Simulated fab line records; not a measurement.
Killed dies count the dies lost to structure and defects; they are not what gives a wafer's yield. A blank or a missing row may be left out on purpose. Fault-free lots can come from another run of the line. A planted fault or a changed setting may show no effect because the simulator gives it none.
Chamber matching :: flow nandHarc :: aldMetal-01 running NHARC_A_CONTACT_ALD_18: 4 sister chambers
The step deposits TiN, target thk 3 nm, pulse time 1 s, ald cycles 150. 14 wafers are shown with their chamber, then 7 later ones without.

== WAFERS PAIRED WITH THEIR CHAMBERS ==
wafer: L878.1
chamber: 1
heaterPowerW (W): 1096
precursorPulseHeightRel: 1.016

wafer: L878.2
chamber: 3
heaterPowerW (W): 998
precursorPulseHeightRel: 0.996

wafer: L878.3
chamber: 2
heaterPowerW (W): 1065
precursorPulseHeightRel: 1.007

wafer: L880.2
chamber: 1
heaterPowerW (W): 1103
precursorPulseHeightRel: 0.977

wafer: L880.5
chamber: 1
heaterPowerW (W): 1091
precursorPulseHeightRel: 1.008

wafer: L880.6
chamber: 2
heaterPowerW (W): 1054
precursorPulseHeightRel: 1.026

wafer: L882.1
chamber: 2
heaterPowerW (W): 1093
precursorPulseHeightRel: 0.979

wafer: L882.3
chamber: 0
heaterPowerW (W): 1009
precursorPulseHeightRel: 1.006

wafer: L882.5
chamber: 1
heaterPowerW (W): 1061
precursorPulseHeightRel: 0.996

wafer: L891.1
chamber: 2
heaterPowerW (W): 1059
precursorPulseHeightRel: 0.988

wafer: L891.2
chamber: 0
heaterPowerW (W): 1007
precursorPulseHeightRel: 1.006

wafer: L891.6
chamber: 3
heaterPowerW (W): 968
precursorPulseHeightRel: 0.987

wafer: L894.2
chamber: 2
heaterPowerW (W): 1072
precursorPulseHeightRel: 1.011

wafer: L894.3
chamber: 1
heaterPowerW (W): 1130
precursorPulseHeightRel: 1.027

SIGNATURES, as means of the wafers listed above
reading: heaterPowerW
chamber 0: 1008.00
chamber 1: 1096.20
chamber 2: 1068.60
chamber 3: 983.00
scatter within a chamber: 19.6

reading: precursorPulseHeightRel
chamber 0: 1.00600
chamber 1: 1.00480
chamber 2: 1.00220
chamber 3: 0.99150
scatter within a chamber: 0.0171
Rule: for a wafer and a chamber, the distance is found by dividing, reading by reading, the gap between the wafer's reading and the chamber's mean by the reading's scatter, squaring, summing and taking the root. The wafer belongs to the nearest chamber; if the next one is less than 2 further off, it can't be placed. The scatter: the root of (the sum of the squares of (reading less its chamber's mean) over the shown wafers, divided by (wafers less chambers)).

== WAFERS WITH NO CHAMBER GIVEN ==
wafer: L894.4
heaterPowerW (W): 1025
precursorPulseHeightRel: 1.013

wafer: L896.1
heaterPowerW (W): 1129
precursorPulseHeightRel: 1.006

wafer: L896.3
heaterPowerW (W): 950
precursorPulseHeightRel: 0.976

wafer: L896.6
heaterPowerW (W): 903
precursorPulseHeightRel: 1.015

wafer: L898.1
heaterPowerW (W): 1037
precursorPulseHeightRel: 1.014

wafer: L898.3
heaterPowerW (W): 955
precursorPulseHeightRel: 1.008

wafer: L898.4
heaterPowerW (W): 1110
precursorPulseHeightRel: 0.995

== WHICH CHAMBER EACH ONE RAN IN ==
wafer: L894.4
from the rows above: can't be placed: 0 or 2 or 3
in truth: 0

wafer: L896.1
from the rows above: can't be placed: 1 or 2
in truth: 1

wafer: L896.3
from the rows above: can't be placed: 3 or 0
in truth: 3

wafer: L896.6
from the rows above: can't be placed: 3 or 0
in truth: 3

wafer: L898.1
from the rows above: can't be placed: 0 or 2 or 3 or 1
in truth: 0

wafer: L898.3
from the rows above: can't be placed: 3 or 0
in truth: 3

wafer: L898.4
from the rows above: can't be placed: 1 or 2
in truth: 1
Correct placement for 0 of the 7. Unplaceable from these rows: 7, with the true chamber sitting among the candidates in 7. 0 placed wrongly.
